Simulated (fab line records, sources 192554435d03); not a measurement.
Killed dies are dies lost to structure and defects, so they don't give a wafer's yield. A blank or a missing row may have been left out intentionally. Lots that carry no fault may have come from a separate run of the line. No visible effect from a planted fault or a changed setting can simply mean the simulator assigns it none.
What tool caused it? :: flow n5 finfet :: Sampling: 10 lots, 30 wafers, 5 of 1938 route steps

== WHAT THE GAUGES SHOWED, per wafer ==
N5_BEOL_M4_RC_MEAS_101.
lot: L335
measured: day 8 05:15
on: prober-01
DIBL_N (mV/V): 40.3 39.0 38.0

lot: L339
measured: day 9 09:02
on: prober-01
DIBL_N (mV/V): 36.1 37.2 36.5

lot: L341
measured: day 9 17:10
on: prober-01
DIBL_N (mV/V): 39.1 35.8 39.2

lot: L343
measured: day 10 08:22
on: prober-01
DIBL_N (mV/V): 41.1 33.5 36.9

lot: L344
measured: day 10 11:44
on: prober-01
DIBL_N (mV/V): 37.4 36.5 38.0

lot: L345
measured: day 10 19:13
on: prober-02
DIBL_N (mV/V): 34.1 34.8 35.5

lot: L350
measured: day 11 20:03
on: prober-02
DIBL_N (mV/V): 34.8 32.5 34.2

lot: L352
measured: day 12 14:08
on: prober-01
DIBL_N (mV/V): 40.3 40.3 35.6

lot: L356
measured: day 13 12:54
on: prober-02
DIBL_N (mV/V): 36.6 37.9 37.5

lot: L355
measured: day 13 16:04
on: prober-02
DIBL_N (mV/V): 37.8 34.3 33.2

== TOOL THAT RAN EACH LOT (tool first, then ch and the chambers of the sampled wafers, then the start) ==
lot: L335
N5_BEOL_M3_ANNEAL_49: pvd sputter-03, day 7 17:50
N5_BEOL_M3_SPUTTER_86: pvd sputter-03, day 7 18:25
N5_BEOL_M3_SPUTTER_94: pvd sputter-03, day 7 19:17
N5_BEOL_M3_ANNEAL_51: rtp anneal-01 ch 0, day 7 19:43

lot: L339
N5_BEOL_M3_ANNEAL_49: pvd sputter-03, day 8 17:58
N5_BEOL_M3_SPUTTER_86: pvd sputter-03, day 8 18:32
N5_BEOL_M3_SPUTTER_94: pvd sputter-03, day 8 19:25
N5_BEOL_M3_ANNEAL_51: rtp anneal-01 ch 0, day 8 19:53

lot: L341
N5_BEOL_M3_ANNEAL_49: pvd sputter-01, day 8 21:58
N5_BEOL_M3_SPUTTER_86: pvd sputter-01, day 8 22:32
N5_BEOL_M3_SPUTTER_94: pvd sputter-01, day 8 23:25
N5_BEOL_M3_ANNEAL_51: rtp anneal-02 ch 0, day 8 23:50

lot: L343
N5_BEOL_M3_ANNEAL_49: pvd sputter-02, day 9 13:46
N5_BEOL_M3_SPUTTER_86: pvd sputter-02, day 9 14:21
N5_BEOL_M3_SPUTTER_94: pvd sputter-02, day 9 15:14
N5_BEOL_M3_ANNEAL_51: rtp anneal-02 ch 0, day 9 15:52

lot: L344
N5_BEOL_M3_ANNEAL_49: pvd sputter-03, day 10 00:43
N5_BEOL_M3_SPUTTER_86: pvd sputter-03, day 10 01:18
N5_BEOL_M3_SPUTTER_94: pvd sputter-03, day 10 02:11
N5_BEOL_M3_ANNEAL_51: rtp anneal-02 ch 0, day 10 02:35

lot: L345
N5_BEOL_M3_ANNEAL_49: pvd sputter-03, day 10 08:02
N5_BEOL_M3_SPUTTER_86: pvd sputter-03, day 10 08:37
N5_BEOL_M3_SPUTTER_94: pvd sputter-03, day 10 09:30
N5_BEOL_M3_ANNEAL_51: rtp anneal-02 ch 0, day 10 09:55

lot: L350
N5_BEOL_M3_ANNEAL_49: pvd sputter-02, day 11 05:25
N5_BEOL_M3_SPUTTER_86: pvd sputter-02, day 11 06:00
N5_BEOL_M3_SPUTTER_94: pvd sputter-02, day 11 06:53
N5_BEOL_M3_ANNEAL_51: rtp anneal-01 ch 0, day 11 07:20

lot: L352
N5_BEOL_M3_ANNEAL_49: pvd sputter-03, day 11 17:54
N5_BEOL_M3_SPUTTER_86: pvd sputter-03, day 11 18:29
N5_BEOL_M3_SPUTTER_94: pvd sputter-03, day 11 19:22
N5_BEOL_M3_ANNEAL_51: rtp anneal-02 ch 0, day 11 19:47

lot: L356
N5_BEOL_M3_ANNEAL_49: pvd sputter-02, day 12 22:17
N5_BEOL_M3_SPUTTER_86: pvd sputter-02, day 12 22:52
N5_BEOL_M3_SPUTTER_94: pvd sputter-02, day 12 23:44
N5_BEOL_M3_ANNEAL_51: rtp anneal-01 ch 0, day 13 00:18

lot: L355
N5_BEOL_M3_ANNEAL_49: pvd sputter-02, day 13 02:43
N5_BEOL_M3_SPUTTER_86: pvd sputter-02, day 13 03:18
N5_BEOL_M3_SPUTTER_94: pvd sputter-02, day 13 04:16
N5_BEOL_M3_ANNEAL_51: rtp anneal-02 ch 0, day 13 04:45
- N5_BEOL_M3_ANNEAL_49: time 240 s.
- N5_BEOL_M3_SPUTTER_86: material Cu, target thk 4.5 nm, time 8.29 s.
- N5_BEOL_M3_SPUTTER_94: material Cu, target thk 4.5 nm, time 8.29 s.
- N5_BEOL_M3_ANNEAL_51: time 90 s.

== THE ANSWER, worked out from the rows above alone ==
Rule: the usual values come from the lots themselves. The widest of any qualifying gaps counts: lots, ordered by their means at a reading, are off when they make up no more than a third of the lots, leave a main group of 4 or more, and stand apart from it by 3 or more times the standard deviation of that group's means. If all means in a main group match to the digits the tables above print for the reading, that group is not used. A lot without any number at a reading at which 4 lots or more have one is off too. Where the step has rows for the other lots, those lots are counted as sound.
Across all readings shown, no lot is off: no conclusion can be drawn from this.

== WHAT HAD BEEN PUT IN BY THE SIMULATOR ==
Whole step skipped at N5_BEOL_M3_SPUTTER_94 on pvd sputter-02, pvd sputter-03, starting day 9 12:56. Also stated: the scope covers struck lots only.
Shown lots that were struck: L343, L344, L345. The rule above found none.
